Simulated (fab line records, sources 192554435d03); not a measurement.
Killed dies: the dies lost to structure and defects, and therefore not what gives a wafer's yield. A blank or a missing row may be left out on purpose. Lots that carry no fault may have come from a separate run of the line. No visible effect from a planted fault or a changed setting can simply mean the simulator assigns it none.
Chamber matching :: flow n5-finfet :: cvd-co-01 running N5_BEOL_M4_CO_CAP_55: 3 sister chambers
The step material Co, precursor CCTBA/H2, target thk 2 nm, time 102.1 s. 19 wafers are shown with their chamber, then 9 later ones without.

WAFERS WITH THEIR CHAMBER
wafer: L153.1
chamber: 2
heater-power-w (W): 228
run-length-s (s): 125.3

wafer: L153.4
chamber: 2
heater-power-w (W): 227
run-length-s (s): 125.3

wafer: L153.6
chamber: 1
heater-power-w (W): 250
run-length-s (s): 125.2

wafer: L154.3
chamber: 2
heater-power-w (W): 227
run-length-s (s): 125.0

wafer: L154.4
chamber: 1
heater-power-w (W): 245
run-length-s (s): 125.2

wafer: L154.5
chamber: 0
heater-power-w (W): 240
run-length-s (s): 125.4

wafer: L156.3
chamber: 1
heater-power-w (W): 242
run-length-s (s): 125.3

wafer: L156.4
chamber: 1
heater-power-w (W): 240
run-length-s (s): 125.4

wafer: L156.6
chamber: 2
heater-power-w (W): 227
run-length-s (s): 125.1

wafer: L159.1
chamber: 0
heater-power-w (W): 248
run-length-s (s): 125.2

wafer: L159.6
chamber: 0
heater-power-w (W): 249
run-length-s (s): 124.9

wafer: L160.2
chamber: 1
heater-power-w (W): 246
run-length-s (s): 125.1

wafer: L160.6
chamber: 2
heater-power-w (W): 234
run-length-s (s): 125.3

wafer: L168.4
chamber: 1
heater-power-w (W): 240
run-length-s (s): 125.8

wafer: L168.5
chamber: 0
heater-power-w (W): 254
run-length-s (s): 124.8

wafer: L168.6
chamber: 2
heater-power-w (W): 226
run-length-s (s): 125.0

wafer: L167.2
chamber: 2
heater-power-w (W): 233
run-length-s (s): 125.2

wafer: L167.5
chamber: 2
heater-power-w (W): 228
run-length-s (s): 125.2

wafer: L167.6
chamber: 1
heater-power-w (W): 237
run-length-s (s): 124.9

SIGNATURES (means of the wafers above)
reading: heater-power-w
chamber 0: 247.75
chamber 1: 242.86
chamber 2: 228.75
scatter within a chamber: 4.19

reading: run-length-s
chamber 0: 125.075
chamber 1: 125.271
chamber 2: 125.175
scatter within a chamber: 0.226
Rule: for a wafer and a chamber, the distance is found by dividing, reading by reading, the gap between the wafer's reading and the chamber's mean by the reading's scatter, squaring, summing and taking the root. The wafer belongs to the nearest chamber; if the next one is less than 2 further off, it can't be placed. The scatter: take each reading less its chamber's mean, square it, sum over the shown wafers, divide by the number of wafers less the number of chambers, and take the root.

WAFERS WHOSE CHAMBER IS MISSING
wafer: L173.1
heater-power-w (W): 244
run-length-s (s): 124.8

wafer: L173.4
heater-power-w (W): 229
run-length-s (s): 125.2

wafer: L173.6
heater-power-w (W): 242
run-length-s (s): 125.2

wafer: L172.2
heater-power-w (W): 245
run-length-s (s): 125.0

wafer: L172.5
heater-power-w (W): 227
run-length-s (s): 124.9

wafer: L172.6
heater-power-w (W): 246
run-length-s (s): 125.3

wafer: L174.1
heater-power-w (W): 238
run-length-s (s): 125.0

wafer: L174.3
heater-power-w (W): 235
run-length-s (s): 125.0

wafer: L174.4
heater-power-w (W): 253
run-length-s (s): 125.0

WHICH CHAMBER EACH WENT THROUGH
wafer: L173.1
from the rows above: can't be placed: 0 or 1
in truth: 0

wafer: L173.4
from the rows above: 2
in truth: 2

wafer: L173.6
from the rows above: can't be placed: 1 or 0
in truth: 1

wafer: L172.2
from the rows above: can't be placed: 0 or 1
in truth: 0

wafer: L172.5
from the rows above: 2
in truth: 2

wafer: L172.6
from the rows above: can't be placed: 1 or 0
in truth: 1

wafer: L174.1
from the rows above: can't be placed: 1 or 2 or 0
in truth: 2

wafer: L174.3
from the rows above: can't be placed: 2 or 1 or 0
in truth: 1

wafer: L174.4
from the rows above: can't be placed: 0 or 1
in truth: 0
Placed correctly: 2 of 9. Can't be placed from these rows: 7 (the true chamber is among the candidates in 7). 0 placed wrongly.
